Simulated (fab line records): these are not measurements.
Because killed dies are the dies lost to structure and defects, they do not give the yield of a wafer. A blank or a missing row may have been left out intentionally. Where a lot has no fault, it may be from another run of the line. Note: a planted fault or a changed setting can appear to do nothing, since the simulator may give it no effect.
Chamber matching | flow nand harc | 4 sister chambers for NHARC_A_STAIRCASE_ETCH_169 on rie diel-01
The step etches the open film in CH3F/O2, target depth 50 nm, time 107.1 s. 18 wafers are shown with their chamber, then 9 later ones without.

EACH WAFER AND ITS CHAMBER
wafer  | chamber | drypump motor current A (A) | showerhead plenum p Torr (Torr) | rf vpp V (V)
L075.1 | 1       | 6.3                         | 2.36                            | 243.1
L075.4 | 0       | 6.0                         | 2.44                            | 246.0
L075.5 | 3       | 5.3                         | 2.37                            | 241.1
L080.1 | 3       | 5.3                         | 2.36                            | 242.2
L080.2 | 1       | 6.3                         | 2.35                            | 243.5
L080.3 | 0       | 6.0                         | 2.44                            | 244.1
L081.2 | 0       | 6.0                         | 2.43                            | 243.0
L081.4 | 1       | 6.3                         | 2.35                            | 243.1
L081.5 | 0       | 6.0                         | 2.43                            | 244.2
L085.1 | 2       | 6.1                         | 2.51                            | 244.0
L085.2 | 3       | 5.3                         | 2.36                            | 242.5
L085.3 | 1       | 6.3                         | 2.35                            | 243.0
L089.2 | 0       | 6.0                         | 2.43                            | 243.4
L089.4 | 1       | 6.3                         | 2.34                            | 243.6
L089.5 | 2       | 6.1                         | 2.51                            | 246.2
L090.4 | 3       | 5.3                         | 2.35                            | 242.3
L090.5 | 0       | 6.0                         | 2.42                            | 245.1
L090.6 | 1       | 6.2                         | 2.34                            | 242.3

SIGNATURES, as means of the wafers listed above
reading                  | chamber 0 | chamber 1 | chamber 2 | chamber 3 | scatter within a chamber
drypump motor current A  | 6.000     | 6.283     | 6.100     | 5.300     | 0.0244
showerhead plenum p Torr | 2.4317    | 2.3483    | 2.5100    | 2.3600    | 0.0074
rf vpp V                 | 244.300   | 243.100   | 245.100   | 242.025   | 0.876
Rule: a wafer's distance from a chamber is the root of the sum, over the readings, of the square of ((its reading less the chamber's mean) divided by the reading's scatter). The wafer belongs to the nearest chamber; if the next one is less than 2 further off, it can't be placed. How the scatter is found: for the shown wafers, subtract from each reading the mean of its chamber, square and add these, divide the total by (wafers less chambers), then take the root.

WAFERS WITHOUT THEIR CHAMBER
wafer  | drypump motor current A (A) | showerhead plenum p Torr (Torr) | rf vpp V (V)
L092.1 | 5.3                         | 2.35                            | 243.1
L092.2 | 6.0                         | 2.50                            | 244.2
L092.3 | 6.3                         | 2.34                            | 241.7
L093.3 | 5.3                         | 2.35                            | 243.3
L093.4 | 6.3                         | 2.34                            | 242.9
L093.6 | 6.0                         | 2.42                            | 245.1
L094.2 | 5.4                         | 2.34                            | 242.8
L094.5 | 6.0                         | 2.42                            | 243.6
L094.6 | 5.3                         | 2.35                            | 243.4

EACH ONE'S CHAMBER
wafer  | from the rows above | in truth
L092.1 | 3                   | 3
L092.2 | 2                   | 2
L092.3 | 1                   | 1
L093.3 | 3                   | 3
L093.4 | 1                   | 1
L093.6 | 0                   | 0
L094.2 | 3                   | 3
L094.5 | 0                   | 0
L094.6 | 3                   | 3
9 of 9 placed correctly. From these rows, 0 cannot be placed. Placed wrongly: 0.
